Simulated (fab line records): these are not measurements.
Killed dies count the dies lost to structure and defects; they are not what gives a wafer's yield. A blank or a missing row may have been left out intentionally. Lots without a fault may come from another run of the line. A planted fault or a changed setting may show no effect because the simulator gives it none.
Matching of chambers	flow n5-finfet	N5_BEOL_M0_SAQP_MANDREL2_REMOVE_110 on rie-si-01 has 4 sister chambers
The step chemistry HBr/Cl2/O2, target a-Si, stops on SiCN, bt time 10 s. 24 wafers are shown with their chamber, then 12 later ones without.

== WAFERS WITH THEIR CHAMBER ==
wafer	chamber	throttle-valve-pct (%)	drypump-motor-current-A (A)	oes-product-au (a.u.)
L074.1	3	37.0	4.7	1.007
L074.2	0	36.7	5.4	1.043
L074.6	0	36.7	5.4	1.046
L075.2	1	36.5	5.9	0.997
L075.3	3	37.0	4.7	1.002
L075.5	2	37.5	5.1	0.987
L076.3	3	37.0	4.8	1.000
L076.4	1	36.5	5.9	0.988
L076.5	0	36.7	5.4	1.035
L078.3	2	37.4	5.1	1.008
L078.4	0	36.7	5.5	1.049
L078.6	0	36.7	5.5	1.056
L080.3	3	37.0	4.8	1.016
L080.4	2	37.5	5.1	1.002
L080.5	1	36.5	5.9	1.006
L082.1	0	36.7	5.4	1.039
L082.2	1	36.5	5.9	0.992
L082.4	3	37.0	4.8	1.006
L087.2	2	37.5	5.1	0.992
L087.3	0	36.7	5.4	1.039
L087.4	2	37.5	5.1	0.992
L089.2	0	36.7	5.4	1.036
L089.4	1	36.5	5.9	0.999
L089.5	2	37.5	5.1	0.996

SIGNATURES, as means of the wafers listed above
reading	chamber 0	chamber 1	chamber 2	chamber 3	scatter within a chamber
throttle-valve-pct	36.700	36.500	37.483	37.000	0.0204
drypump-motor-current-A	5.425	5.900	5.100	4.760	0.0367
oes-product-au	1.04287	0.99640	0.99617	1.00620	0.00705
Rule: for each reading, subtract the chamber's mean from the wafer's reading, divide by that reading's scatter and square the result; add these up over the readings and take the root, which gives the wafer's distance from the chamber. If the next closest chamber is less than 2 further off than the closest, the wafer can't be placed; otherwise it belongs to the closest. How the scatter is found: for the shown wafers, subtract from each reading the mean of its chamber, square and add these, divide the total by (wafers less chambers), then take the root.

== WAFERS WITHOUT THEIR CHAMBER ==
wafer	throttle-valve-pct (%)	drypump-motor-current-A (A)	oes-product-au (a.u.)
L091.2	36.5	5.9	0.998
L091.4	37.2	4.7	1.006
L091.5	36.7	5.4	1.042
L094.2	37.2	4.7	0.997
L094.3	36.7	5.4	1.036
L094.4	36.5	5.9	0.991
L095.3	37.5	5.1	0.987
L095.4	36.7	5.4	1.032
L095.5	36.5	6.0	1.000
L097.2	37.2	4.8	1.000
L097.4	36.7	5.4	1.036
L097.6	37.2	4.7	0.997

== WHICH CHAMBER EACH ONE RAN IN ==
wafer	from the rows above	in truth
L091.2	1	1
L091.4	3	3
L091.5	0	0
L094.2	3	3
L094.3	0	0
L094.4	1	1
L095.3	2	2
L095.4	0	0
L095.5	1	1
L097.2	3	3
L097.4	0	0
L097.6	3	3
12 of 12 placed correctly. From these rows, 0 cannot be placed. Placed wrongly: 0.
